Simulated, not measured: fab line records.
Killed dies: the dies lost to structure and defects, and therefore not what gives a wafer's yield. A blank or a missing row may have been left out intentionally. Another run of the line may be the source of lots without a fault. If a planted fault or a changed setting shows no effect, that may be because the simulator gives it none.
Matching of chambers | flow n5-finfet | uv-cure-02 running N5_BEOL_M10_CURE_71: 3 sister chambers
The step cures SiCOH lowk, time 240 s. 6 wafers are shown with their chamber, then 7 later ones without.

== WAFERS, EACH WITH ITS CHAMBER ==
wafer  | chamber | wafer_temp_C_max | lamp-power-pct (%)
L412.3 | 2       | 386.5            | 52.43
L412.4 | 2       | 386.1            | 52.31
L418.2 | 0       | 387.0            | 52.32
L418.3 | 0       | 387.0            | 52.39
L419.2 | 1       | 386.6            | 52.35
L419.3 | 1       | 386.2            | 52.33

== WAFERS WHOSE CHAMBER IS MISSING ==
wafer  | wafer_temp_C_max | lamp-power-pct (%)
L419.6 | 386.6            | 52.40
L421.1 | 387.6            | 52.34
L421.2 | 387.5            | 52.29
L421.6 | 386.8            | 52.37
L423.4 | 386.6            | 52.35
L423.5 | 386.5            | 52.25
L423.6 | 385.7            | 52.28

== CHAMBER TAKEN BY EACH ==
wafer  | from the rows above          | in truth
L419.6 | can't be placed: 1 or 2 or 0 | 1
L421.1 | 0                            | 0
L421.2 | 0                            | 0
L421.6 | can't be placed: 0 or 1 or 2 | 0
L423.4 | can't be placed: 1 or 2 or 0 | 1
L423.5 | can't be placed: 1 or 2 or 0 | 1
L423.6 | can't be placed: 2 or 1      | 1
Placed correctly: 2 of 7. Cannot be placed on the basis of these rows: 5; the candidates contain the true chamber in 5. Wrongly placed: 0.
How it was worked out, from the rows above alone: a wafer's distance from a chamber is the root of the sum, over the readings, of the square of ((its reading less the chamber's mean) divided by the reading's scatter). The wafer belongs to the nearest chamber; if the next one is less than 2 further off, it can't be placed. For every chamber, the mean is computed from those of its wafers that are shown. How the scatter is found: for the shown wafers, subtract from each reading the mean of its chamber, square and add these, divide the total by (wafers less chambers), then take the root.
